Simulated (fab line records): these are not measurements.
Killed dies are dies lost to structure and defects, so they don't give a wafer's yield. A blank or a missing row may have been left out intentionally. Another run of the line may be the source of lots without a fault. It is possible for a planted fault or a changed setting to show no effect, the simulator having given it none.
The tool behind it: which one? + flow n5_finfet + Sampling: 9 lots, 27 wafers, 4 of 1938 route steps

## WHAT EACH GAUGE READ, for each wafer
The record lacks any reading of a measuring or inspecting step that a usual standard deviation could be used to judge.

## EACH LOT AND THE TOOL THAT RAN IT (in order: tool; ch and the chambers of the sampled wafers; start)
| lot  | N5_BEOL_M7_ETCH_61                 | N5_BEOL_M7_STRIP_19                | N5_BEOL_M7_ETCH_65                 | N5_BEOL_M7_STRIP_36                |
|------|------------------------------------|------------------------------------|------------------------------------|------------------------------------|
| L472 | rie_diel-04 ch 2,3, day 9 15:52    | rie_diel-04 ch 0,2, day 9 16:13    | rie_diel-04 ch 0,2, day 9 16:49    | rie_diel-04 ch 0,2, day 9 16:59    |
| L476 | rie_diel-02 ch 0,1,3, day 10 17:44 | rie_diel-02 ch 0,1,3, day 10 18:06 | rie_diel-02 ch 0,1,3, day 10 18:52 | rie_diel-02 ch 0,1,3, day 10 19:02 |
| L478 | rie_diel-03 ch 0,2,3, day 11 00:38 | rie_diel-02 ch 0,1,2, day 11 01:01 | rie_diel-02 ch 0,1,2, day 11 01:34 | rie_diel-02 ch 0,1,2, day 11 01:44 |
| L479 | rie_diel-03 ch 0,1,3, day 11 08:04 | rie_diel-03 ch 0,1,3, day 11 08:25 | rie_diel-02 ch 0,1,2, day 11 10:28 | rie_diel-02 ch 0,1,2, day 11 10:39 |
| L486 | rie_diel-03 ch 1,2, day 13 15:50   | rie_diel-02 ch 0,1, day 13 16:11   | rie_diel-02 ch 2,3, day 13 17:35   | rie_diel-02 ch 2,3, day 13 17:46   |
| L487 | rie_diel-02 ch 0,1,3, day 13 18:44 | rie_diel-03 ch 1,2,3, day 13 19:05 | rie_diel-02 ch 0,2,3, day 13 19:46 | rie_diel-02 ch 0,2,3, day 13 19:56 |
| L490 | rie_diel-02 ch 0,1,2, day 14 00:07 | rie_diel-03 ch 1,2, day 14 00:29   | rie_diel-03 ch 1,3, day 14 02:19   | rie_diel-03 ch 1,3, day 14 02:30   |
| L491 | rie_diel-03 ch 0,1, day 14 20:01   | rie_diel-04 ch 1,2,3, day 14 20:28 | rie_diel-04 ch 0,2,3, day 14 23:26 | rie_diel-04 ch 0,2,3, day 14 23:37 |
| L492 | rie_diel-02 ch 1,3, day 15 05:52   | rie_diel-03 ch 1,2, day 15 06:19   | rie_diel-04 ch 0,1, day 15 07:58   | rie_diel-04 ch 0,1, day 15 08:09   |
- N5_BEOL_M7_ETCH_61: etches SiARC in CF4, target depth 45.5 nm, time 75.8 s.
- N5_BEOL_M7_STRIP_19: strips in O2.
- N5_BEOL_M7_ETCH_65: etches SiARC in CF4, target depth 15.6 nm, time 26 s.
- N5_BEOL_M7_STRIP_36: strips in N2/H2.

## WHAT THE TOOLS THEMSELVES READ (means of the sampled wafers that have a number; where no wafer has one, the mark that the record gives instead)
N5_BEOL_M7_ETCH_61. Usual: drypump_motor_current_A 5.8 A, standard deviation 0.47; etch_rf_on_time_s 75.6 s, standard deviation 1.4; oes_product_au 0.67 a.u., standard deviation 0.082; rf_vpp_V 183.6 V, standard deviation 1.1; showerhead_plenum_p_Torr 2.11 Torr, standard deviation 0.064; throttle_valve_pct 15.60 %, standard deviation 0.27.
| lot  | tool        | drypump_motor_current_A (A) | etch_rf_on_time_s (s) | oes_product_au (a.u.) | rf_vpp_V (V) | showerhead_plenum_p_Torr (Torr) | throttle_valve_pct (%) | flag |
|------|-------------|-----------------------------|-----------------------|-----------------------|--------------|---------------------------------|------------------------|------|
| L472 | rie_diel-04 | 5.7                         | 75.5                  | 0.76                  | 184.2        | 2.12                            | 15.58                  |      |
| L476 | rie_diel-02 | 5.9                         | 75.3                  | 0.68                  | 184.0        | 2.10                            | 15.39                  |      |
| L478 | rie_diel-03 | 6.2                         | 76.4                  | 0.63                  | 182.5        | 2.05                            | 15.69                  |      |
| L479 | rie_diel-03 | 5.7                         | 75.3                  | 0.70                  | 182.9        | 2.10                            | 15.57                  |      |
| L486 | rie_diel-03 | 5.7                         | 74.7                  | 0.66                  | 183.1        | 2.09                            | 15.58                  |      |
| L487 | rie_diel-02 | 5.9                         | 76.5                  | 0.66                  | 183.9        | 2.10                            | 15.43                  |      |
| L490 | rie_diel-02 | 5.5                         | 75.4                  | 0.67                  | 183.4        | 2.07                            | 15.44                  |      |
| L491 | rie_diel-03 | 5.2                         | 74.6                  | 0.71                  | 184.1        | 2.13                            | 15.53                  |      |
| L492 | rie_diel-02 | 5.9                         | 74.4                  | 0.66                  | 182.3        | 2.04                            | 15.25                  |      |

N5_BEOL_M7_STRIP_19. Usual: drypump_motor_current_A 5.7 A, standard deviation 0.47; o2_flow_sccm 225.0 sccm, standard deviation 0.64; oes_product_au 0.80 a.u., standard deviation 0.096; rf_vpp_V 3.6 V, standard deviation 0.53; showerhead_plenum_p_Torr 2.05 Torr, standard deviation 0.071; throttle_valve_pct 16.55 %, standard deviation 0.29.
| lot  | tool        | drypump_motor_current_A (A) | o2_flow_sccm (sccm) | oes_product_au (a.u.) | rf_vpp_V (V) | showerhead_plenum_p_Torr (Torr) | throttle_valve_pct (%) | flag |
|------|-------------|-----------------------------|---------------------|-----------------------|--------------|---------------------------------|------------------------|------|
| L472 | rie_diel-04 | 5.7                         | 224.3               | 0.88                  | 3.8          | 2.06                            | 16.63                  |      |
| L476 | rie_diel-02 | 5.9                         | 224.5               | 0.80                  | 3.3          | 2.05                            | 16.42                  |      |
| L478 | rie_diel-02 | 5.5                         | 224.3               | 0.80                  | 3.0          | 2.03                            | 16.46                  |      |
| L479 | rie_diel-03 | 5.7                         | 224.7               | 0.82                  | 3.7          | 2.05                            | 16.63                  |      |
| L486 | rie_diel-02 | 5.7                         | 224.5               | 0.72                  | 3.7          | 2.03                            | 16.72                  |      |
| L487 | rie_diel-03 | 5.7                         | 225.1               | 0.78                  | 3.3          | 2.04                            | 16.61                  |      |
| L490 | rie_diel-03 | 5.7                         | 225.6               | 0.76                  | 3.8          | 2.04                            | 16.61                  |      |
| L491 | rie_diel-04 | 5.9                         | 225.0               | 0.86                  | 3.8          | 2.09                            | 16.56                  |      |
| L492 | rie_diel-03 | 5.7                         | 225.0               | 0.76                  | 3.6          | 2.03                            | 16.63                  |      |

N5_BEOL_M7_ETCH_65. Usual: drypump_motor_current_A 5.8 A, standard deviation 0.48; etch_rf_on_time_s 25.9 s, standard deviation 0.49; oes_product_au 0.69 a.u., standard deviation 0.087; rf_vpp_V 183.6 V, standard deviation 1.1; showerhead_plenum_p_Torr 2.11 Torr, standard deviation 0.065; throttle_valve_pct 15.55 %, standard deviation 0.28.
| lot  | tool        | drypump_motor_current_A (A) | etch_rf_on_time_s (s) | oes_product_au (a.u.) | rf_vpp_V (V) | showerhead_plenum_p_Torr (Torr) | throttle_valve_pct (%) | flag |
|------|-------------|-----------------------------|-----------------------|-----------------------|--------------|---------------------------------|------------------------|------|
| L472 | rie_diel-04 | 5.6                         | 26.1                  | 0.67                  | 183.8        | 2.12                            | 15.79                  |      |
| L476 | rie_diel-02 | 5.9                         | 25.6                  | 0.69                  | 183.4        | 2.10                            | 15.40                  |      |
| L478 | rie_diel-02 | 5.5                         | 25.8                  | 0.68                  | 183.2        | 2.07                            | 15.40                  |      |
| L479 | rie_diel-02 | 5.5                         | 25.5                  | 0.68                  | 183.1        | 2.07                            | 15.40                  |      |
| L486 | rie_diel-02 | 5.5                         | 22.8                  | 0.82                  | 183.4        | 2.12                            | 15.11                  | OFF  |
| L487 | rie_diel-02 | 5.7                         | 23.3                  | 0.77                  | 184.2        | 2.14                            | 15.37                  | OFF  |
| L490 | rie_diel-03 | 5.7                         | 25.6                  | 0.69                  | 183.5        | 2.10                            | 15.55                  |      |
| L491 | rie_diel-04 | 5.7                         | 26.1                  | 0.81                  | 183.8        | 2.10                            | 15.49                  |      |
| L492 | rie_diel-04 | 5.9                         | 26.6                  | 0.68                  | 183.9        | 2.17                            | 15.60                  |      |

N5_BEOL_M7_STRIP_36. Usual: drypump_motor_current_A 5.8 A, standard deviation 0.48; n2_flow_sccm 200.0 sccm, standard deviation 0.57; oes_product_au 0.80 a.u., standard deviation 0.1; rf_vpp_V 59.0 V, standard deviation 1.5; showerhead_plenum_p_Torr 2.49 Torr, standard deviation 0.081; throttle_valve_pct 23.54 %, standard deviation 0.29.
| lot  | tool        | drypump_motor_current_A (A) | n2_flow_sccm (sccm) | oes_product_au (a.u.) | rf_vpp_V (V) | showerhead_plenum_p_Torr (Torr) | throttle_valve_pct (%) | flag |
|------|-------------|-----------------------------|---------------------|-----------------------|--------------|---------------------------------|------------------------|------|
| L472 | rie_diel-04 | 5.6                         | 199.3               | 0.78                  | 59.9         | 2.50                            | 23.74                  |      |
| L476 | rie_diel-02 | 5.9                         | 199.6               | 0.80                  | 58.7         | 2.49                            | 23.46                  |      |
| L478 | rie_diel-02 | 5.5                         | 200.0               | 0.80                  | 58.8         | 2.45                            | 23.34                  |      |
| L479 | rie_diel-02 | 5.5                         | 200.2               | 0.79                  | 59.0         | 2.45                            | 23.34                  |      |
| L486 | rie_diel-02 | 5.5                         | 200.2               | 0.89                  | 59.3         | 2.51                            | 23.11                  |      |
| L487 | rie_diel-02 | 5.7                         | 199.6               | 0.83                  | 59.6         | 2.53                            | 23.44                  |      |
| L490 | rie_diel-03 | 5.7                         | 200.1               | 0.80                  | 60.0         | 2.48                            | 23.58                  |      |
| L491 | rie_diel-04 | 5.7                         | 200.0               | 0.96                  | 57.9         | 2.48                            | 23.57                  |      |
| L492 | rie_diel-04 | 5.9                         | 200.0               | 0.79                  | 60.0         | 2.58                            | 23.60                  |      |

## THE ANSWER, worked out from the rows above alone
Rule: take the mean of a lot's wafers that have a number; if it is more than 3 standard deviations from the usual mean, the lot is off. A lot without any number at a reading at which 4 lots or more have one is off too. Any other lot the step has rows for is counted as sound. After the gauges, taken in route order, come the tools' own readings; for these a lot's mean is taken, as printed above. The first step at which some lot is off is used, and at that step the reading that is off furthest; a lot without a number counts as furthest.
Off at N5_BEOL_M7_ETCH_65 (etch_rf_on_time_s): L486, L487.
If a tool, at that step or one of the process steps before it, ran each lot that is off and ran no sound lot following the first of them, it fits. One candidate fits, namely rie_diel-02 at N5_BEOL_M7_ETCH_65. A fault onset in the window from L479 (day 11 10:28, its last sound lot) to L486 (day 13 17:35, its first lot off) fits.
The tool's own readings at N5_BEOL_M7_ETCH_65 bear it out: on the lots that are off they differ by more than 5 times the standard deviation of the sound lots' means. etch_rf_on_time_s reads 23.1 s there against 25.9 s on the sound lots.

## WHAT THE SIMULATOR HAD PUT IN
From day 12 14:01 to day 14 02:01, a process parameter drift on rie_diel-02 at N5_BEOL_M7_ETCH_65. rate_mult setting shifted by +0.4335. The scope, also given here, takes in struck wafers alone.
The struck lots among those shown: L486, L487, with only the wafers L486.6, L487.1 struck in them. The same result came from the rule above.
